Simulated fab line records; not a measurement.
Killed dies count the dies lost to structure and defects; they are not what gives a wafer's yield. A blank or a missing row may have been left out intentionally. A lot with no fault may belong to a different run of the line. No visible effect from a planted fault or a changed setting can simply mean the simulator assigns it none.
A struck lot beside a sound one / flow nand harc / 40 out of 1302 route steps
Sound: wafers L813.1, L813.4, L813.5. Wafers L823.1, L823.3, L823.6 were the ones struck. Last of all comes the cause.
Order at every step that has rows: each side's tool, ch and its chambers, its first start. Under that, the readings that differ: sound wafers / struck wafers / difference of the means / sigmas: that difference in standard deviations of wafers without a fault.
alike: readings with means less than 2 such deviations apart, plus words and numbers identical on both sides. not compared: withheld readings, readings lacking a value on some wafer, bounds such as >300 that could conceal the same value, and numbers that have no deviation in the record and whose values overlap.
The two part at a step that has a row with sigmas, a row that says differs or no value, or rows on one side only. Numbers that have no deviation but don't overlap get no sigmas and don't part them. A reading missing from all wafers of one side parts the sides only when that side holds two or more wafers.

first, 1 step without rows for these wafers: NHARC_P_M1_PRE_CLEAN_30 (time 30 s).
NHARC_P_M1_PVD_20: deposits TaN, target thk 5 nm, time 8.06 s.
  sound on pvd sputter-01; struck on pvd sputter-03
  alike: throttle valve pct
then, 2 steps without rows for these wafers: NHARC_P_M1_PVD_21 (deposits Cu, target thk 30 nm, time 20.49 s); NHARC_P_M1_ECD_22 (material Cu, target thk 400 nm).
NHARC_P_M1_ANNEAL_31: time 90 s.
  sound on rtp anneal-01 ch 0, day 6 23:27; struck on rtp anneal-01 ch 0, day 11 12:23
  alike: wafer_temp_C_max
then, 1 step without rows for these wafers: NHARC_P_M1_CMP_23 (polishes, t overpolish 20 s, target thk 157.82 nm).
NHARC_P_M1_THK_MEAS_24: measures by xrf.
  sound on film metro-01 at day 7 00:07; struck on film metro-01 at day 11 13:20
  alike: thk nm
after that, 1 step had no rows for these wafers: NHARC_P_M1_SRD_25.
NHARC_P_M1_INSPECT_27:
  sound on defect inspect-01 at day 7 00:16; struck on defect inspect-02 at day 11 13:30
  alike: raw defect count
then, 2 steps without rows for these wafers: NHARC_P_M1_PRE_CLEAN_32 (time 12 s); NHARC_P_M1_DEP_33 (deposits SiCN, target thk 30 nm).
NHARC_P_M2_DEP_00: deposits SiOC, target thk 182.5 nm.
  sound on pecvd-03 ch 0,1,2, day 7 00:55; struck on pecvd-02 ch 0,2, day 11 14:35
then, 9 steps without rows for these wafers: NHARC_P_M2_DEHYDRATE_01 (time 120 s); NHARC_P_M2_HMDS_02 (time 30 s); NHARC_P_M2_COAT_34 (time 65 s); NHARC_P_M2_COAT_03 (resist thk 90 nm); NHARC_P_M2_SOFTBAKE_04 (time 55 s); NHARC_P_M2_EBR_05; NHARC_P_M2_EXPOSE_06 (exposes mask P M2, target cd 170 nm); NHARC_P_M2_PEB_07 (peb time 65 s); NHARC_P_M2_DEVELOP_08 (develop time 35 s).
NHARC_P_M2_CD_MEAS_09: the cd target is 170 nm.
  sound on cd sem-02 ch 0, day 7 01:32; struck on cd sem-02 ch 0, day 11 16:08
  alike: cd nm
NHARC_P_M2_OVL_MEAS_10: pitch 340 nm.
  sound on overlay-02 at day 7 01:37; struck on overlay-01 at day 11 16:14
  alike: overlay x nm, overlay y nm
NHARC_P_M2_INSPECT_11:
  sound on defect inspect-01 at day 7 01:39; struck on defect inspect-02 at day 11 16:16
  alike: raw defect count
then, 1 step without rows for these wafers: NHARC_P_M2_DESCUM_14 (chemistry O2, time 3 s).
NHARC_P_M2_ETCH_35: etches the open film in N2/H2, target depth 40 nm, overetch 12 nm, time 43.94 s.
  sound on rie diel-06 ch 0,1,2, day 7 01:50; struck on rie diel-06 ch 0,2, day 11 16:25
  alike: bias w, drypump motor current A, oes product au, rf vpp V, showerhead plenum p Torr, throttle valve pct
  not compared: rf hours counter h
then, 1 step without rows for these wafers: NHARC_P_M2_ETCH_15 (etches the open film in C4F8/Ar, target depth 182.5 nm, time 91.2 s).
NHARC_P_M2_CD_MEAS_16:
  sound on cd sem-01 at day 7 02:04; struck on cd sem-02 at day 11 16:38
  alike: cd nm
NHARC_P_M2_STRIP_18: strips in N2/H2.
  sound on rie diel-06 ch 0,1,2, day 7 02:10; struck on rie diel-06 ch 0,3, day 11 16:42
  alike: drypump motor current A, oes product au, rf vpp V, showerhead plenum p Torr, throttle valve pct
  not compared: rf hours counter h
then, 2 steps without rows for these wafers: NHARC_P_M2_ETCH_28 (etches the open film in CF4/N2, target depth 30 nm, time 72.99 s); NHARC_P_M2_STRIP_19 (strips in post etch residue remover, time 600 s).
NHARC_P_M2_DEGAS_29: time 60 s.
  sound on pvd sputter-01 at day 7 02:51; struck on pvd sputter-02 at day 11 17:20
  alike: heater power w
then, 7 steps without rows for these wafers: NHARC_P_M2_PRE_CLEAN_30 (time 30 s); NHARC_P_M2_PVD_20 (deposits TaN, target thk 5 nm, time 8.06 s); NHARC_P_M2_PVD_21 (deposits Cu, target thk 30 nm, time 20.49 s); NHARC_P_M2_ECD_22 (material Cu, target thk 400 nm); NHARC_P_M2_ANNEAL_31 (time 90 s); NHARC_P_M2_CMP_23 (polishes, t overpolish 20 s, target thk 144.3 nm); NHARC_P_M2_SRD_25.
-- record jumps: 17 days between struck wafers' starts before vs after; left off in module P_M2, resumes in module END, first step shown is number 1302 of the route --
NHARC_END_SORT_01:
  sound on prober-01 ch 0, day 24 13:59; struck on prober-02 ch 0, day 28 11:41
reading=hold; sound=- - -; struck=await dispo/3.3h/scrap await dispo/3.3h/scrap await dispo/3.3h/scrap; difference=no value on the sound wafers; sigmas=
reading=defect limited yield (%); sound=90.4 89.1 91.1; struck=0 0 0; difference=-90; sigmas=-41
reading=killed at periphery; sound=7 5 5; struck=619 610 609; difference=+607; sigmas=+99 or more
reading=killed dies; sound=65 74 60; struck=677 677 677; difference=+611; sigmas=+41
  alike: killed at array, killed at other, killed open, killed short

== WHERE THEY PART ==
NHARC_END_SORT_01 only, going by this record.

WHY: whatever the simulator had introduced
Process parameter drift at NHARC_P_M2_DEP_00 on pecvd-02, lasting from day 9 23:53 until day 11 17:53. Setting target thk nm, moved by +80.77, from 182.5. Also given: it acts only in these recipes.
